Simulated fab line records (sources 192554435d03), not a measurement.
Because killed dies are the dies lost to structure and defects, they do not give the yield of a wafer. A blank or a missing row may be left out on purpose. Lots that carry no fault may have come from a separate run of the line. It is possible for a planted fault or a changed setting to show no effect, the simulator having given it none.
Chamber matching | flow n5_finfet | N5_BEOL_M2_ETCH_77 on rie_diel-04: 4 sister chambers
The step etches underlayer in N2/H2, target depth 6.5 nm, time 5.2 s. 4 wafers are shown with their chamber, then 8 later ones without.

WAFERS WITH THEIR CHAMBER
wafer  | chamber | showerhead_plenum_p_Torr (Torr)
L082.5 | 3       | 2.62
L087.4 | 2       | 2.52
L087.6 | 0       | 2.51
L089.2 | 1       | 2.62

WAFERS WHOSE CHAMBER IS MISSING
wafer  | showerhead_plenum_p_Torr (Torr)
L089.4 | 2.51
L089.5 | 2.62
L091.1 | 2.61
L091.3 | 2.51
L091.4 | 2.51
L079.1 | 2.50
L079.2 | 2.51
L079.6 | 2.51

CHAMBER TAKEN BY EACH
wafer  | from the rows above     | in truth
L089.4 | 0                       | 0
L089.5 | can't be placed: 1 or 3 | 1
L091.1 | can't be placed: 1 or 3 | 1
L091.3 | 0                       | 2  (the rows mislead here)
L091.4 | 0                       | 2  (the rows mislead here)
L079.1 | 0                       | 0
L079.2 | 0                       | 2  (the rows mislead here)
L079.6 | 0                       | 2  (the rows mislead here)
Correct placement for 2 of the 8. Cannot be placed on the basis of these rows: 2; the candidates contain the true chamber in 2. Number placed wrongly: 4.
How it was worked out, from the rows above alone: a wafer's distance from a chamber is the root of the sum, over the readings, of the square of ((its reading less the chamber's mean) divided by the reading's scatter). If the next closest chamber is less than 2 further off than the closest, the wafer can't be placed; otherwise it belongs to the closest. Each chamber's mean is taken over the wafers shown for it. The scatter (one wafer shown for each chamber): square how far every hidden wafer sits from the nearest shown wafer, average those squares and take the square root.
